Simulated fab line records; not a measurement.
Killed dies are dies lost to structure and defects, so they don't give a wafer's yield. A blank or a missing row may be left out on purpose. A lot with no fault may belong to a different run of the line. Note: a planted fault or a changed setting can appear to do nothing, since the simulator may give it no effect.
Matching of chambers	flow nand_harc	NHARC_P_M1_DEP_33 on pecvd-04 has 3 sister chambers
The step deposits SiCN, target thk 30 nm. 16 wafers are shown with their chamber, then 8 later ones without.

== WAFERS, EACH WITH ITS CHAMBER ==
wafer	chamber	heater_power_w (W)
L077.1	2	543
L077.5	2	567
L077.6	1	541
L082.1	0	576
L082.2	1	550
L082.3	2	554
L084.2	0	541
L084.4	1	573
L084.6	2	645
L087.1	0	545
L087.2	2	694
L087.4	1	562
L089.1	2	664
L089.2	1	542
L089.5	1	537
L090.1	0	458

SIGNATURES, as means of the wafers listed above
reading	chamber 0	chamber 1	chamber 2	scatter within a chamber
heater_power_w	530.00	550.83	611.17	47.5
Rule: for a wafer and a chamber, the distance is found by dividing, reading by reading, the gap between the wafer's reading and the chamber's mean by the reading's scatter, squaring, summing and taking the root. If the next closest chamber is less than 2 further off than the closest, the wafer can't be placed; otherwise it belongs to the closest. How the scatter is found: for the shown wafers, subtract from each reading the mean of its chamber, square and add these, divide the total by (wafers less chambers), then take the root.

== WAFERS WITHOUT THEIR CHAMBER ==
wafer	heater_power_w (W)
L090.2	695
L090.4	520
L092.1	588
L092.3	596
L092.4	517
L094.1	589
L094.2	543
L094.6	529

== THE CHAMBER EACH PASSED THROUGH ==
wafer	from the rows above	in truth
L090.2	can't be placed: 2 or 1 or 0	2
L090.4	can't be placed: 0 or 1 or 2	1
L092.1	can't be placed: 2 or 1 or 0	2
L092.3	can't be placed: 2 or 1 or 0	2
L092.4	can't be placed: 0 or 1 or 2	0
L094.1	can't be placed: 2 or 1 or 0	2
L094.2	can't be placed: 1 or 0 or 2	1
L094.6	can't be placed: 0 or 1 or 2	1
Placed correctly: 0 of 8. Not placeable from these rows: 8 (in 8, the candidates include the true chamber). Number placed wrongly: 0.
